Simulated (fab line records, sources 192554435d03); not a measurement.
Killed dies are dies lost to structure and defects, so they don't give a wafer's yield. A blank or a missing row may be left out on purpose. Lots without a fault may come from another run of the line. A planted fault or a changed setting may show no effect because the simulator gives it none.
fab line records | flow n5_finfet
record lots=7 wafers=21
route steps=1938 shown PASSIVATION@1931
start_h: hours from the record's first day to the start of the lot's first wafer shown | wait_h: hours since the lot's step before | " the same as in the row above | L1.1+2: a row that stands for several wafers | - no value, or no start given | * or withheld: withheld | < > ~ a bound
route shown NAME@n: a module of which the file shows steps, and the number in the route of the first | usual: mean/standard deviation of fault-free wafers | same: alike in all rows | chamber/n: place in a boat | sites: the reading at each site | _std_site: their standard deviation | _edge_site: outer sites' mean less inner sites' | radius_mm: how far each site lies from the wafer's centre | mask NAME#n: copy n | behind: the tool/chamber that last shaped the wafer | hold: why the lot was held/for how many hours/how that ended | device: the transistor (n, p or np) that didn't switch | end of line: the same wafers' tests at the end of the route | a step without rows: its recipe alone | killed: dies lost to structure and defects at the first sort, not the wafer's yield | map: a wafer's dies, x killed, . not, _ none there
set.NAME: the setting as run; set.NAME@STEP: as run at that earlier step | model.NAME: the simulator's own value behind a step, which no gauge read
lots whose settings were changed on purpose; a table a step, a row a wafer
## steps
# step N5_PASSIVATION_STRIP_48
# recipe chemistry=O2 power_w=600 temp_c=60 pressure_mtorr=30 rf_frequency_hz=6e+07 bias_power_w=0 overash_fraction=0.5 o2_flow_sccm=225
# columns lot.wafer tool chamber start_h wait_h set.temp_c
L082.1+4 rie_diel-05 0,2 331.32 0.1 57.94
L082.2 " 3 " " 60
L077.2+4+5 rie_diel-05 3,1,0 335.49 0.1 60
L083.2+4+5 rie_diel-05 0,1,0 344.16 0.1 60
L086.1+3+5 rie_diel-05 1,0,2 355.61 0.1 60
L087.1+2+4 rie_diel-03 0,1,2 358.87 0.1 60
L090.2+3+5 rie_diel-05 3,0,0 375.68 0.1 57.28
L092.1+2+4 rie_diel-04 0,1,2 393.78 0.1 60
# step N5_PASSIVATION_STRIP_52
# recipe chemistry=post_etch_residue_remover time_s=1200 temp_c=72.5
# step N5_PASSIVATION_CLEAN_71
# recipe chemistry=IPA time_s=180 temp_c=25
# step N5_PASSIVATION_SRD_72
# recipe dry=ipa_marangoni time_s=30 temp_c=23 rinse_liquid=diw
# step N5_PASSIVATION_ANNEAL_56
# recipe temp_c=400 time_s=1800 ambient=FGA idle_temp_c=300 ramp_up_c_per_min=5 ramp_down_c_per_min=3
# step N5_PASSIVATION_PROBE_49
# usual defect_limited_yield=91.2/1.5 killed_at_M0_to_M3=34/11 killed_at_M4_up=14/5.4 killed_at_contacts=12/5.9 killed_at_front_end=40/12 killed_at_other=4/3.3 killed_dies=103/18 killed_open=68/13 killed_short=34/7.5 sort_bin_4_leakage=0/0 sort_bin_5_function=5.1/1 sort_bin_6_memory=3.3/0.7 sort_bin_8_speed=0.03/0.27 sort_n_pass=1076/18
# same gross_dies=1180 killed_at_back_side=0
# columns lot.wafer tool chamber start_h wait_h set.time_s@PASSIVATION_ETCH_54 defect_limited_yield[%] killed_at_M0_to_M3 killed_at_M4_up killed_at_contacts killed_at_front_end killed_at_other killed_dies killed_open killed_short sort_bin_4_leakage[%] sort_bin_5_function[%] sort_bin_6_memory[%] sort_bin_8_speed[%] sort_n_pass
L082.1 prober-01 - 334.21 0.0 440 90.3 33 20 5 52 4 114 76 34 0 6.3 3.0 0 1066
L082.2 prober-01 - 334.26 0.1 500.3 92.2 32 15 2 41 2 92 57 34 0 4.7 2.8 0 1088
L082.4 prober-01 - 334.36 0.2 500.3 91.4 19 14 9 57 3 102 64 37 88.81 4.6 3.8 0 30
L077.2 prober-02 - 338.05 0.1 440 88.9 39 14 15 58 5 131 86 44 0 6.4 4.5 0 1049
L077.4 prober-02 - 338.15 0.2 440 90.1 46 24 11 28 8 117 86 30 0 5.3 4.6 0 1063
L077.5 prober-02 - 338.20 0.2 440 90.9 36 18 7 43 3 107 62 44 0 5.3 3.5 0 1073
L083.2 prober-01 - 347.12 0.1 348 0 26 23 18 51 1062 1180 90 31 0 94.7 5.3 0 0
L083.4 prober-01 - 347.22 0.2 440 92.9 31 20 7 25 1 84 54 27 0 4.3 2.6 0 1096
L083.5 prober-01 - 347.27 0.2 348 0 31 9 9 44 1087 1180 65 32 0 96.3 3.4 0 0
L086.1 prober-01 - 359.48 0.0 440 91.6 27 26 4 41 1 99 66 28 0 5.0 2.6 0 1081
L086.3 prober-01 - 359.58 0.1 440 91.5 37 14 6 31 12 100 65 33 0 4.7 3.3 0 1080
L086.5 prober-01 - 359.68 0.2 491 91.0 38 14 18 35 1 106 64 37 0 5.1 3.6 0 1074
L087.1 prober-02 - 361.46 0.0 440 91.9 40 15 3 31 6 95 57 37 0 4.9 2.9 0 1085
L087.2 prober-02 - 361.51 0.1 440 90.5 40 17 17 30 8 112 81 31 0 6.2 3.1 0 1068
L087.4 prober-02 - 361.61 0.2 378.4 67.7 51 19 9 54 248 381 82 54 0 27.8 3.8 0.17 799
L090.2 prober-01 - 378.26 0.1 440 92.6 40 9 5 30 3 87 59 24 0 4.4 2.7 0 1093
L090.3 prober-01 - 378.31 0.1 440 92.6 42 8 4 27 6 87 60 27 0 4.5 2.5 0 1093
L090.5 prober-01 - 378.41 0.2 467.2 91.3 22 23 11 44 3 103 66 37 0 4.2 4.6 0 1077
L092.1 prober-01 - 398.38 2.1 440 90.9 39 13 6 47 2 107 57 50 0 5.3 3.3 0 1073
L092.2 prober-01 - 398.43 2.1 440 91.9 29 12 12 40 2 95 68 27 0 4.4 3.2 0 1085
L092.4 prober-01 - 398.53 2.2 440 93.0 29 14 6 34 0 83 47 36 0 4.0 2.5 0 1097
# killed by level:class
L082.1 FIN_SAQP:geometric_particle:open=15 FIN_SAQP:geometric_particle:short=13 BEOL_M3:geometric_particle:open=11 BEOL_M4:geometric_particle:open=11 BEOL_M0_SAQP:geometric_particle:open=10 STI_FIN_REVEAL:geometric_particle:open=7 BEOL_M0_SAQP:geometric_particle:short=5 ILD0:geometric_particle:open=4
L082.2 FIN_SAQP:geometric_particle:open=10 BEOL_M0_SAQP:geometric_particle:open=10 FIN_SAQP:geometric_particle:short=9 BEOL_M0_SAQP:geometric_particle:short=9 BEOL_M4:geometric_particle:open=5 STARTING-WAFER:geometric_particle:open=5 STI_FIN_REVEAL:geometric_particle:open=4 GATE_CUT:geometric_particle:short=4
L082.4 FIN_SAQP:geometric_particle:short=19 FIN_SAQP:geometric_particle:open=17 BEOL_M4:geometric_particle:open=7 MOL_CONTACT_COAG:geometric_particle:open=6 STI_FIN_REVEAL:geometric_particle:open=6 BEOL_M0_SAQP:geometric_particle:open=6 BEOL_M1:geometric_particle:open=4 DUMMY_GATE:geometric_particle:open=3
L077.2 FIN_SAQP:geometric_particle:short=17 MOL_CONTACT_COAG:geometric_particle:open=15 FIN_SAQP:geometric_particle:open=14 BEOL_M1:geometric_particle:open=12 BEOL_M4:geometric_particle:open=7 STI_FIN_REVEAL:geometric_particle:short=6 STI_FIN_REVEAL:geometric_particle:open=6 BEOL_M3:geometric_particle:open=6
L077.4 BEOL_M2:geometric_particle:open=13 MOL_CONTACT_COAG:geometric_particle:open=9 BEOL_M4:geometric_particle:open=9 BEOL_M1:geometric_particle:open=8 BEOL_M3:geometric_particle:open=8 STI_FIN_REVEAL:geometric_particle:open=6 BEOL_M8:geometric_particle:open=6 FIN_SAQP:geometric_particle:open=5
L077.5 BEOL_M4:geometric_particle:open=12 BEOL_M3:geometric_particle:open=9 FIN_SAQP:geometric_particle:short=8 STI_FIN_REVEAL:geometric_particle:open=8 MOL_CONTACT_COAG:geometric_particle:open=6 BEOL_M0_SAQP:geometric_particle:short=6 FIN_SAQP:geometric_particle:open=5 BEOL_M4:geometric_particle:short=5
L083.2 PASSIVATION:area_etch=1059 FIN_SAQP:geometric_particle:open=15 MOL_CONTACT_COAG:geometric_particle:open=14 FIN_SAQP:geometric_particle:short=12 BEOL_M5:geometric_particle:open=12 STI_FIN_REVEAL:geometric_particle:open=9 BEOL_M4:geometric_particle:open=8 BEOL_M2:geometric_particle:open=7
L083.4 BEOL_M0_SAQP:geometric_particle:open=9 BEOL_M3:geometric_particle:open=8 BEOL_M4:geometric_particle:open=7 MOL_CONTACT_COAG:geometric_particle:open=6 FIN_SAQP:geometric_particle:open=4 FIN_SAQP:geometric_particle:short=4 GATE_CUT:geometric_particle:short=3 BEOL_M0_SAQP:geometric_particle:short=3
L083.5 PASSIVATION:area_etch=1083 BEOL_M2:geometric_particle:open=12 FIN_SAQP:geometric_particle:short=8 FIN_SAQP:geometric_particle:open=7 MOL_CONTACT_COAG:geometric_particle:open=7 STI_FIN_REVEAL:geometric_particle:open=6 BEOL_M1:geometric_particle:open=6 BEOL_M4:geometric_particle:open=6
L086.1 BEOL_M4:geometric_particle:open=11 FIN_SAQP:geometric_particle:open=10 FIN_SAQP:geometric_particle:short=7 BEOL_M0_SAQP:geometric_particle:open=6 BEOL_M2:geometric_particle:open=6 STI_FIN_REVEAL:geometric_particle:open=5 BEOL_M3:geometric_particle:open=5 BEOL_M7:area_expose=5
L086.3 BEOL_M3:geometric_particle:open=15 FIN_SAQP:geometric_particle:open=11 BEOL_M0_SAQP:geometric_particle:open=8 FIN_SAQP:geometric_particle:short=7 BEOL_M0_SAQP:geometric_particle:short=7 MOL_CONTACT_COAG:geometric_particle:open=6 BEOL_M4:geometric_particle:open=4 PASS1_CAP:geometric_particle:short=4
L086.5 BEOL_M2:geometric_particle:open=15 MOL_CONTACT_COAG:geometric_particle:open=11 FIN_SAQP:geometric_particle:short=10 FIN_SAQP:geometric_particle:open=8 MOL_CONTACT_COAG:geometric_particle:short=7 BEOL_M1:geometric_particle:open=5 DUMMY_GATE:geometric_particle:open=4 BEOL_M0_SAQP:geometric_particle:short=4
L087.1 BEOL_M3:geometric_particle:open=11 BEOL_M4:geometric_particle:open=9 FIN_SAQP:geometric_particle:short=8 BEOL_M0_SAQP:geometric_particle:short=8 STI_FIN_REVEAL:geometric_particle:open=7 STARTING-WAFER:geometric_particle:short=5 BEOL_M0:geometric_particle:open=5 BEOL_M1:geometric_particle:open=5
L087.2 MOL_CONTACT_COAG:geometric_particle:open=15 BEOL_M3:geometric_particle:open=13 BEOL_M4:geometric_particle:open=10 BEOL_M1:geometric_particle:open=9 FIN_SAQP:geometric_particle:short=6 GATE_CUT:geometric_particle:short=6 FIN_SAQP:geometric_particle:open=5 BEOL_M0_SAQP:geometric_particle:open=5
L087.4 PASSIVATION:area_etch=243 FIN_SAQP:geometric_particle:short=24 BEOL_M4:geometric_particle:open=12 BEOL_M0_SAQP:geometric_particle:open=12 FIN_SAQP:geometric_particle:open=10 BEOL_M3:geometric_particle:open=10 MOL_CONTACT_COAG:geometric_particle:open=9 BEOL_M0_SAQP:geometric_particle:short=8
L090.2 STI_FIN_REVEAL:geometric_particle:open=12 BEOL_M0_SAQP:geometric_particle:open=9 BEOL_M1:geometric_particle:open=7 BEOL_M3:geometric_particle:open=6 MOL_CONTACT_COAG:geometric_particle:open=5 BEOL_M0_SAQP:geometric_particle:short=5 BEOL_M0:interface_void_opened=4 FIN_SAQP:geometric_particle:short=3
L090.3 BEOL_M1:geometric_particle:open=11 BEOL_M2:geometric_particle:open=8 BEOL_M3:geometric_particle:open=7 STI_FIN_REVEAL:geometric_particle:open=4 GATE_CUT:geometric_particle:open=4 MOL_CONTACT_COAG:geometric_particle:open=4 BEOL_M0_SAQP:geometric_particle:short=4 MIM_TOP:geometric_particle:open=4
L090.5 STI_FIN_REVEAL:geometric_particle:open=14 MOL_CONTACT_COAG:geometric_particle:short=6 BEOL_M4:geometric_particle:open=6 FIN_SAQP:geometric_particle:open=5 BEOL_M1:geometric_particle:open=5 MOL_CONTACT_COAG:geometric_particle:open=5 BEOL_M2:geometric_particle:open=5 ILD0:geometric_particle:open=4
L092.1 BEOL_M0_SAQP:geometric_particle:short=16 FIN_SAQP:geometric_particle:short=14 FIN_SAQP:geometric_particle:open=12 BEOL_M0_SAQP:geometric_particle:open=8 MOL_CONTACT_COAG:geometric_particle:open=6 BEOL_M1:geometric_particle:open=6 DUMMY_GATE:geometric_particle:open=5 BEOL_M4:geometric_particle:open=5
L092.2 BEOL_M2:geometric_particle:open=11 MOL_CONTACT_COAG:geometric_particle:open=10 STI_FIN_REVEAL:geometric_particle:open=8 DUMMY_GATE:geometric_particle:open=8 FIN_SAQP:geometric_particle:open=5 BEOL_M7:geometric_particle:open=5 FIN_SAQP:geometric_particle:short=4 GATE_CUT:geometric_particle:short=4
L092.4 FIN_SAQP:geometric_particle:short=15 BEOL_M0_SAQP:geometric_particle:short=12 BEOL_M0_SAQP:geometric_particle:open=8 BEOL_M4:geometric_particle:open=6 FIN_SAQP:geometric_particle:open=5 DUMMY_GATE:geometric_particle:open=5 MOL_CONTACT_COAG:geometric_particle:open=5 BEOL_M1:geometric_particle:open=4
## key
split step=N5_PASSIVATION_STRIP_48 setting=temp_c stated=60 by=wafer
response none clear
split outside_this_file step=N5_PASSIVATION_ETCH_54 setting=time_s
# split outside_this_file: this setting was split too, and the file shows its column; the key of that split is in another file
